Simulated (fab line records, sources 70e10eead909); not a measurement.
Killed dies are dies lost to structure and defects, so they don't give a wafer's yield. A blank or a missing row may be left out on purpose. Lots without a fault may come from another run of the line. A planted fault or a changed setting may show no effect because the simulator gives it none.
Chamber matching | flow nand_harc | NHARC_P_ZERO_WELL_ETCH_63 on rie_si-02: 4 sister chambers
The step etches the open film in HBr/Cl2, target depth 120 nm, time 40.1 s. 30 wafers are shown with their chamber, then 12 later ones without.

WAFERS WITH THEIR CHAMBER
wafer  | chamber | drypump_motor_current_A (A) | oes_product_au (a.u.) | throttle_valve_pct (%)
L074.2 | 3       | 5.4                         | 0.989                 | 26.407
L074.4 | 2       | 6.2                         | 1.006                 | 26.403
L074.6 | 3       | 5.4                         | 0.989                 | 26.404
L079.4 | 1       | 5.5                         | 0.989                 | 26.400
L079.5 | 2       | 6.3                         | 1.007                 | 26.411
L079.6 | 1       | 5.5                         | 0.986                 | 26.413
L081.1 | 0       | 6.3                         | 1.002                 | 26.419
L081.3 | 3       | 5.4                         | 0.996                 | 26.392
L081.6 | 0       | 6.2                         | 0.991                 | 26.395
L083.1 | 1       | 5.5                         | 0.992                 | 26.405
L083.2 | 2       | 6.2                         | 0.999                 | 26.396
L083.3 | 0       | 6.2                         | 0.999                 | 26.418
L084.1 | 2       | 6.2                         | 1.014                 | 26.394
L084.2 | 1       | 5.5                         | 0.999                 | 26.408
L084.3 | 0       | 6.2                         | 1.002                 | 26.401
L086.3 | 0       | 6.2                         | 0.999                 | 26.410
L086.4 | 1       | 5.5                         | 0.995                 | 26.399
L086.5 | 2       | 6.3                         | 1.006                 | 26.408
L088.1 | 1       | 5.5                         | 0.988                 | 26.397
L088.5 | 0       | 6.3                         | 1.010                 | 26.416
L088.6 | 1       | 5.5                         | 0.994                 | 26.400
L089.1 | 3       | 5.4                         | 1.019                 | 26.412
L089.4 | 2       | 6.2                         | 1.012                 | 26.402
L089.5 | 3       | 5.4                         | 0.998                 | 26.417
L090.1 | 1       | 5.5                         | 0.995                 | 26.395
L090.5 | 0       | 6.2                         | 1.003                 | 26.399
L090.6 | 1       | 5.5                         | 0.988                 | 26.403
L091.1 | 3       | 5.4                         | 0.996                 | 26.392
L091.4 | 2       | 6.3                         | 1.003                 | 26.408
L091.5 | 0       | 6.2                         | 0.999                 | 26.421

SIGNATURES (means of the wafers above)
reading                 | chamber 0 | chamber 1 | chamber 2 | chamber 3 | scatter within a chamber
drypump_motor_current_A | 6.225     | 5.500     | 6.243     | 5.400     | 0.0352
oes_product_au          | 1.00062   | 0.99178   | 1.00671   | 0.99783   | 0.00654
throttle_valve_pct      | 26.40987  | 26.40222  | 26.40314  | 26.40400  | 0.00823
Rule: a wafer's distance from a chamber is the root of the sum, over the readings, of the square of ((its reading less the chamber's mean) divided by the reading's scatter). The wafer belongs to the nearest chamber; if the next one is less than 2 further off, it can't be placed. The scatter: the root of (the sum of the squares of (reading less its chamber's mean) over the shown wafers, divided by (wafers less chambers)).

WAFERS WITHOUT THEIR CHAMBER
wafer  | drypump_motor_current_A (A) | oes_product_au (a.u.) | throttle_valve_pct (%)
L092.1 | 6.2                         | 0.999                 | 26.404
L092.3 | 6.2                         | 1.003                 | 26.415
L092.5 | 5.5                         | 0.988                 | 26.414
L093.2 | 6.2                         | 1.001                 | 26.410
L093.3 | 6.3                         | 1.001                 | 26.407
L093.6 | 6.2                         | 0.997                 | 26.406
L094.2 | 6.2                         | 0.997                 | 26.405
L094.4 | 6.2                         | 1.004                 | 26.406
L094.5 | 5.4                         | 0.988                 | 26.416
L096.2 | 5.5                         | 0.994                 | 26.408
L096.4 | 5.4                         | 1.007                 | 26.400
L096.5 | 5.5                         | 0.984                 | 26.403

WHICH CHAMBER EACH WENT THROUGH
wafer  | from the rows above     | in truth
L092.1 | can't be placed: 0 or 2 | 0
L092.3 | can't be placed: 0 or 2 | 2
L092.5 | can't be placed: 1 or 3 | 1
L093.2 | can't be placed: 0 or 2 | 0
L093.3 | can't be placed: 2 or 0 | 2
L093.6 | can't be placed: 0 or 2 | 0
L094.2 | can't be placed: 0 or 2 | 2
L094.4 | can't be placed: 0 or 2 | 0
L094.5 | can't be placed: 3 or 1 | 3
L096.2 | 1                       | 1
L096.4 | 3                       | 3
L096.5 | 1                       | 1
Placed correctly: 3 of 12. Can't be placed from these rows: 9 (the true chamber is among the candidates in 9). Placed wrongly: 0.
